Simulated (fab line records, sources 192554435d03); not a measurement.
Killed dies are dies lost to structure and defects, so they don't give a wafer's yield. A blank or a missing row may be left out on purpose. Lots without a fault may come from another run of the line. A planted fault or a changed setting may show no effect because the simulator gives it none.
One fault seen from 2 desks | flow n5_finfet | each desk has only its own numbers; what lay behind them comes last

THE METROLOGY DESK
What the gauges read, lot by lot, whatever tool the lot ran on: means of the sampled wafers that have a number. A lot is out of limits, marked OUT, if its mean lies more than 4 standard deviations from the usual mean; the brackets give that distance.
Columns: A = cd_nm at N5_BEOL_M12_CD_MEAS_17, usual 140.1 nm; B = V12_OVL at N5_BEOL_M13_OVL_MEAS_11, usual 6 nm
lot  | first seen here | A     | B
L391 | day 11 13:07    | 138.8 | 10
L396 | day 13 18:38    | 140.3 | 7
L399 | day 14 04:27    | 140.1 | 5
L402 | day 14 12:00    | 140.7 | 8
L400 | day 14 16:55    | 138.5 | 5
L401 | day 14 23:56    | 141.8 | 5
L403 | day 15 01:56    | 138.9 | 7
L405 | day 15 05:52    | 140.2 | 9
L404 | day 15 12:45    | 140.4 | 2
L408 | day 16 05:59    | 139.6 | 0
L410 | day 16 16:26    | 140.7 | 8
This desk's finding: nothing out of limits on any of the 11 lots.

THE TOOL OWNER'S DESK: pvd_sputter-01
The tool's own readings at N5_BEOL_M12_SPUTTER_43 (material TaN, target thk 15 nm, time 24.19 s): means of the sampled wafers that have a number, for each lot that ran on this tool. A lot is out of limits, marked OUT, if its mean lies more than 4 standard deviations from the usual mean; the brackets give that distance.
Columns: A = substrate_temp_c at N5_BEOL_M12_SPUTTER_43, usual 50.01 C; B = throttle_valve_pct at N5_BEOL_M12_SPUTTER_43, usual 29.5 %
lot  | first seen here | A     | B
L402 | day 14 14:05    | 49.95 | 29.7
L400 | day 14 20:05    | 49.98 | 29.7
L401 | day 15 03:12    | 50.09 | 30.1
L405 | day 15 09:55    | 49.85 | 29.5
L404 | day 15 16:17    | 49.94 | 29.7
This desk's finding: nothing out of limits on any of the 5 lots.

PUT TOGETHER
The metrology desk saw nothing out of limits.
The tool owner's desk saw nothing out of limits.

WHAT THE SIMULATOR HAD PUT IN
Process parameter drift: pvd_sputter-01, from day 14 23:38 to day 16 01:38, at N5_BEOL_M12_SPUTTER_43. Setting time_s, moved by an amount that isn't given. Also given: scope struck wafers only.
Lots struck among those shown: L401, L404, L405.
